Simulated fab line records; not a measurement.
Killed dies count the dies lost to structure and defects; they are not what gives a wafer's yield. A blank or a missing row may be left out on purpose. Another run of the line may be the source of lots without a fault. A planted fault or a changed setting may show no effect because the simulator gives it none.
Split-lot experiment | flow n5 finfet | route with 1938 steps; 7 lots, 21 wafers read

## SPLIT DETAILS
At N5_BEOL_M10_COAT_60 (time 60 s, resist thk 30 nm), the setting spin rpm was moved away from the recipe's 1500 rpm on 6 of the 21 wafers read, by -4.6% to +9.3%. All remaining wafers had this setting at the recipe value.

## FROM THE SPLIT TO THE READING: what the file shows between them, 4 steps
- N5_BEOL_M10_COAT_05: resist thk 90 nm
- N5_BEOL_M10_EBR_07
- N5_BEOL_M10_DESCUM_16: chemistry O2, time 7.9 s
- N5_BEOL_M10_ETCH_61: etches SiARC in CF4, target depth 39 nm, time 65 s

## THE READING
SiARC_of_BEOL_M10_COAT_60.thk nm (the simulator's own value, which no gauge read), in nm, at N5_BEOL_M10_ETCH_62 (etches SOC in N2/H2, target depth 110 nm, overetch 22 nm, time 165 s). The file does not state a usual value for it. Across the 15 wafers here that went through the recipe, the average is 23.6 nm and the standard deviation 0.2 nm.

wafer  | tool, chamber at the split | spin rpm as run, rpm | against the recipe | SiARC_of_BEOL_M10_COAT_60.thk nm, nm | against lot-mates on the recipe
L074.2 | litho track-02, 0          | 1500                 | recipe             | 23.6                                 | -
L074.4 | litho track-02, 0          | 1500                 | recipe             | 23.6                                 | -
L074.3 | litho track-02, 0          | 1551                 | +3.4%              | 23                                   | -0.6
L076.1 | litho track-03, 0          | 1500                 | recipe             | 23.6                                 | -
L076.2 | litho track-03, 0          | 1640                 | +9.3%              | 22.2                                 | -1.3
L076.4 | litho track-03, 0          | 1500                 | recipe             | 23.4                                 | -
L081.1 | litho track-03, 0          | 1500                 | recipe             | 24                                   | -
L081.2 | litho track-03, 0          | 1500                 | recipe             | 23.8                                 | -
L081.4 | litho track-03, 0          | 1500                 | recipe             | 23.6                                 | -
L083.3 | litho track-02, 0          | 1500                 | recipe             | 23.8                                 | -
L083.4 | litho track-02, 0          | 1500                 | recipe             | 23.6                                 | -
L083.6 | litho track-02, 0          | 1431                 | -4.6%              | 24.2                                 | +0.5
L086.2 | litho track-04, 0          | 1500                 | recipe             | 23.4                                 | -
L086.4 | litho track-04, 0          | 1500                 | recipe             | 23.4                                 | -
L086.5 | litho track-04, 0          | 1500                 | recipe             | 23.6                                 | -
L088.1 | litho track-04, 0          | 1500                 | recipe             | 23.8                                 | -
L088.3 | litho track-04, 0          | 1548                 | +3.2%              | 23                                   | -0.8
L088.4 | litho track-04, 0          | 1548                 | +3.2%              | 23                                   | -0.8
L090.2 | litho track-03, 0          | 1500                 | recipe             | 23.4                                 | -
L090.3 | litho track-03, 0          | 1575                 | +5.0%              | 22.8                                 | -0.5
L090.5 | litho track-03, 0          | 1500                 | recipe             | 23.2                                 | -

THE FIT
A straight line over all 21 wafers: SiARC_of_BEOL_M10_COAT_60.thk nm changes by -0.152 nm for each +1% of spin rpm; r = -0.92; the points scatter about the line by 0.18 nm.
The same after taking each lot's own level away (the mean of its wafers on the recipe; 21 wafers): -0.142 nm for each +1%; r = -0.93; scatter 0.16 nm.
That fit puts the effect of the largest move of spin rpm on the reading at 1.3 nm.
The lots' own levels span 23.30 to 23.80 nm, that is 2.5 times the standard deviation above.
Hence the lot-to-lot level has little effect on the slope; both slopes agree.
Check: -1.42 nm against its lot-mates is what the line predicts for one of the wafers moved furthest among these (+9.3%) when that wafer is left out of the fit. It came out at -1.3 nm against them.

## ADDITIONAL SPLITS CARRIED BY THESE WAFERS
Note: prior to the reading, these wafers also went through further splits. Each is held against what the fit with the lots' levels taken away leaves over:
other split on the same wafers | wafers away from the commonest value | r with SiARC_of_BEOL_M10_COAT_60.thk nm (lot level and that fit taken away)
N5_BEOL_M8_EXPOSE_08 dose mj   | 9                                    | -0.07
N5_BEOL_M9_COAT_60 spin rpm    | 7                                    | -0.21
N5_BEOL_M9_ETCH_62 time s      | 9                                    | -0.04

## THE WHOLE CHAIN: every reading that the file lists as answering this split, in the file's order
step                | what it does                                                         | reading                                                                             | change (the file's fit)               | r (the file's)
N5_BEOL_M10_COAT_60 | time 60 s, resist thk 30 nm                                          | SiARC_of_BEOL_M10_COAT_60.thk nm (the simulator's own value, which no gauge read)   | -0.151 nm for each +1% of the setting | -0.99
N5_BEOL_M10_ETCH_61 | etches SiARC in CF4, target depth 39 nm, time 65 s                   | etch.depth nm (the simulator's own value, which no gauge read)                      | -0.148 nm for each +1% of the setting | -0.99
N5_BEOL_M10_ETCH_61 | etches SiARC in CF4, target depth 39 nm, time 65 s                   | CAR-ArF_of_BEOL_M10_COAT_05.thk nm (the simulator's own value, which no gauge read) | +0.122 nm for each +1% of the setting | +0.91
N5_BEOL_M10_ETCH_62 | etches SOC in N2/H2, target depth 110 nm, overetch 22 nm, time 165 s | SiARC_of_BEOL_M10_COAT_60.thk nm (the simulator's own value, which no gauge read)   | -0.139 nm for each +1% of the setting | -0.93

## THE FILE'S OWN FIT
SiARC_of_BEOL_M10_COAT_60.thk nm changes by -0.139 nm for each +1% of spin rpm, r = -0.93.
